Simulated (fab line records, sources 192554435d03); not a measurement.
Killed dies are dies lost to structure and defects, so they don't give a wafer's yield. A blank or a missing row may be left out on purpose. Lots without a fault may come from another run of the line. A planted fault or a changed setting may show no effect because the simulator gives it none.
Split-lot experiment | flow n5_finfet | 7 lots, 21 wafers read, on a route of 1938 steps

THE SPLIT
At N5_BEOL_M5_ETCH_72 (etches underlayer in N2/H2, target depth 6.5 nm, time 5.2 s), the setting bias_w was moved away from the recipe's 150 W on 9 of the 21 wafers read, by -15.7% to +13.3%. The other wafers ran this setting at the recipe's value.

The reading is taken at the split's own step.

THE READING
rf_vpp_V, in V, at N5_BEOL_M5_ETCH_72 (etches underlayer in N2/H2, target depth 6.5 nm, time 5.2 s). Fault-free wafers of this fab line usually give 523.4 V, standard deviation 2.2 V.

wafer  | tool, chamber at the split | bias_w as run, W | against the recipe | rf_vpp_V, V | against lot-mates on the recipe
L075.2 | rie_diel-05, 0             | 142.3            | -5.1%              | 505.6       | -16.7
L075.3 | rie_diel-05, 0             | 150              | recipe             | 522.3       | -
L075.4 | rie_diel-05, 2             | 142.3            | -5.1%              | 503.7       | -18.6
L080.1 | rie_diel-03, 2             | 164.9            | +9.9%              | 550.4       | +27.5
L080.2 | rie_diel-03, 1             | 150              | recipe             | 522.9       | -
L080.6 | rie_diel-03, 3             | 164.9            | +9.9%              | 558.7       | +35.8
L084.1 | rie_diel-03, 1             | 126.4            | -15.7%             | 469.3       | no lot-mate on the recipe
L084.2 | rie_diel-03, 0             | 126.4            | -15.7%             | 474.4       | no lot-mate on the recipe
L084.6 | rie_diel-03, 1             | 126.4            | -15.7%             | 472.2       | no lot-mate on the recipe
L085.1 | rie_diel-02, 0             | 170              | +13.3%             | 566.4       | +45.9
L085.3 | rie_diel-02, 3             | 170              | +13.3%             | 562.3       | +41.8
L085.4 | rie_diel-02, 1             | 150              | recipe             | 520.5       | -
L088.1 | rie_diel-05, 3             | 150              | recipe             | 526.5       | -
L088.2 | rie_diel-05, 2             | 150              | recipe             | 524.0       | -
L088.3 | rie_diel-05, 0             | 150              | recipe             | 524.4       | -
L092.2 | rie_diel-05, 2             | 150              | recipe             | 523.4       | -
L092.4 | rie_diel-05, 3             | 150              | recipe             | 524.7       | -
L092.6 | rie_diel-05, 1             | 150              | recipe             | 523.9       | -
L091.2 | rie_diel-02, 1             | 150              | recipe             | 521.5       | -
L091.3 | rie_diel-02, 0             | 150              | recipe             | 526.9       | -
L091.4 | rie_diel-02, 2             | 150              | recipe             | 522.7       | -

THE FIT
A straight line over all 21 wafers: rf_vpp_V changes by +3.21 V for each +1% of bias_w; r = +1.00; the points scatter about the line by 2.4 V.
The same after taking each lot's own level away (the mean of its wafers on the recipe; 18 wafers): +3.28 V for each +1%; r = +0.99; scatter 2.1 V.
On that fit, the largest move of bias_w shifts the reading by 52 V.
The lots' own levels span 520.50 to 524.97 V, that is 2.0 times the standard deviation above.
So the lot-to-lot level changes the slope little: the two slopes agree.
Check: with one of the wafers moved furthest among these (+13.3%) left out of the fit, the line predicts +42.6 V for it against its lot-mates. It came out at +45.9 V against them.
Tool readings at the split's step, against how far the setting was moved: rf_vpp_V r = +1.00.

OTHER SPLITS ON THESE WAFERS
These wafers also went through other splits before the reading. Each is held against what the fit with the lots' levels taken away leaves over:
other split on the same wafers              | wafers away from the commonest value | r with rf_vpp_V (lot level and that fit taken away)
N5_BEOL_M0_SAQP_SPACER2_ALD_26 target_thk_a | 10                                   | +0.41
N5_BEOL_M0_ETCH_128 source_w                | 9                                    | -0.19
N5_BEOL_M1_ILD_DEP_00 time_s                | 8                                    | -0.01
N5_BEOL_M1_HM_DEP_02 target_thk_a           | 10                                   | -0.13
N5_BEOL_M2_COAT_67 spin_rpm                 | 7                                    | +0.10
N5_BEOL_M2_EXPOSE_25 dose_mj                | 5                                    | +0.38
N5_BEOL_M4_TRENCH_ETCH_37 bias_w            | 7                                    | -0.30

THE FILE'S OWN FIT
rf_vpp_V changes by +3.27 V for each +1% of bias_w, r = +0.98.
